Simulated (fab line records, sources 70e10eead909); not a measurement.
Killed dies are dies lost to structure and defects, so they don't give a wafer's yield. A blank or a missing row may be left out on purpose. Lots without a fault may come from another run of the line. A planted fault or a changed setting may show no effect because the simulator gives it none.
Which tool did it? | flow nand_harc | 12 lots, 36 wafers sampled, at 2 steps of a route of 1159

WHAT THE GAUGES READ, wafer by wafer
NHARC_P_GATE_OVL_MEAS_27. Usual: overlay_x_nm 0.3 nm, standard deviation 0.79; overlay_y_nm 0.1 nm, standard deviation 0.57.
lot  | measured     | on         | overlay_x_nm (nm) | overlay_y_nm (nm) | flag
L757 | day 4 18:41  | overlay-01 | 1.1 1.2 0.4       | -0.1 0.1 -0.3     |
L758 | day 5 04:12  | overlay-02 | 0.0 0.4 0.2       | 0.1 0.3 -0.2      |
L759 | day 5 00:35  | overlay-02 | -0.2 -0.3 0.1     | -0.5 0.0 0.8      |
L761 | day 5 14:46  | overlay-01 | 0.3 0.0 0.3       | -1.1 -1.1 -0.2    |
L763 | day 6 03:55  | overlay-02 | -1.0 -0.7 -0.7    | -0.2 0.2 0.2      |
L766 | day 6 17:58  | overlay-01 | 0.2 -0.2 0.1      | -0.6 -0.4 -0.6    |
L770 | day 8 00:11  | overlay-02 | 0.2 0.3 0.4       | 0.3 0.4 0.2       |
L771 | day 8 08:36  | overlay-01 | 0.3 0.8 0.5       | -0.1 -0.5 -0.6    |
L776 | day 9 16:13  | overlay-02 | 0.6 0.5 0.1       | -0.2 0.0 -0.5     |
L777 | day 9 15:43  | overlay-02 | -0.1 0.3 -0.1     | 1.0 0.4 0.7       |
L779 | day 10 05:12 | overlay-02 | 0.1 -0.3 -0.1     | 0.7 0.8 0.6       |
L780 | day 10 05:33 | overlay-02 | -1.4 -0.4 -0.8    | 1.6 0.8 1.2       |

WHICH TOOL RAN EACH LOT (tool, then ch and the chambers of the sampled wafers, then the start)
lot  | NHARC_P_STI_DESCUM_14
L757 | rie_diel-12 ch 2,3, day 2 11:14
L758 | rie_diel-05 ch 1,2, day 2 17:13
L759 | rie_diel-12 ch 0,2,3, day 2 23:14
L761 | rie_diel-12 ch 0,1,2, day 3 11:26
L763 | rie_diel-12 ch 0,1,3, day 3 23:30
L766 | rie_diel-05 ch 1,2,3, day 4 16:58
L770 | rie_diel-08 ch 0,2,3, day 5 18:33
L771 | rie_diel-12 ch 0,1,3, day 6 01:01
L776 | rie_diel-05 ch 1,2,3, day 7 08:23
L777 | rie_diel-08 ch 1,3, day 7 08:32
L779 | rie_diel-08 ch 0,1,3, day 8 00:13
L780 | rie_diel-05 ch 0,3, day 8 05:40
- NHARC_P_STI_DESCUM_14: chemistry O2, time 3 s.

WHAT THE TOOLS THEMSELVES READ (means of the sampled wafers that have a number; where no wafer has one, the mark that the record gives instead)
NHARC_P_STI_DESCUM_14. Usual: drypump_motor_current_A 5.6 A, standard deviation 0.55; oes_product_au 1.000 a.u., standard deviation 0.0081; rf_vpp_V 57.8 V, standard deviation 0.88; showerhead_plenum_p_Torr 1.95 Torr, standard deviation 0.08; throttle_valve_pct 11.312 %, standard deviation 0.0096.
lot  | tool        | drypump_motor_current_A (A) | oes_product_au (a.u.) | rf_vpp_V (V) | showerhead_plenum_p_Torr (Torr) | throttle_valve_pct (%) | flag
L757 | rie_diel-12 | 5.1                         | 0.998                 | 57.0         | 1.95                            | 11.317                 |
L758 | rie_diel-05 | 5.8                         | 1.009                 | 57.9         | 1.93                            | 11.309                 |
L759 | rie_diel-12 | 5.6                         | 0.997                 | 57.5         | 2.00                            | 11.312                 |
L761 | rie_diel-12 | 5.8                         | 1.001                 | 57.4         | 1.97                            | 11.320                 |
L763 | rie_diel-12 | 5.9                         | 1.003                 | 57.3         | 2.00                            | 11.307                 |
L766 | rie_diel-05 | 6.1                         | 1.000                 | 57.8         | 1.96                            | 11.308                 |
L770 | rie_diel-08 | 5.7                         | 1.005                 | 57.6         | 1.99                            | 11.308                 |
L771 | rie_diel-12 | 5.8                         | 1.005                 | 58.2         | 2.00                            | 11.320                 |
L776 | rie_diel-05 | 6.0                         | 1.004                 | 57.8         | 1.96                            | 11.306                 |
L777 | rie_diel-08 | 5.2                         | 0.986                 | 58.3         | 1.97                            | 11.298                 |
L779 | rie_diel-08 | 5.6                         | 0.994                 | 57.5         | 1.99                            | 11.310                 |
L780 | rie_diel-05 | 5.3                         | 1.003                 | 57.9         | 1.88                            | 11.317                 |

THE ANSWER, worked out from the rows above alone
Rule: a lot is off if the mean of its wafers that have a number lies more than 3 standard deviations from the usual mean. A lot without any number at a reading at which 4 lots or more have one is off too. The other lots that the step has rows for count as sound. The gauges are gone through in route order, then the tools' own readings, and for those a lot's mean is taken as printed above. The first step at which some lot is off is used, and at that step the reading that is off furthest; a lot without a number counts as furthest.
No lot is off at any reading shown: from this, nothing can be told.

WHAT THE SIMULATOR HAD PUT IN
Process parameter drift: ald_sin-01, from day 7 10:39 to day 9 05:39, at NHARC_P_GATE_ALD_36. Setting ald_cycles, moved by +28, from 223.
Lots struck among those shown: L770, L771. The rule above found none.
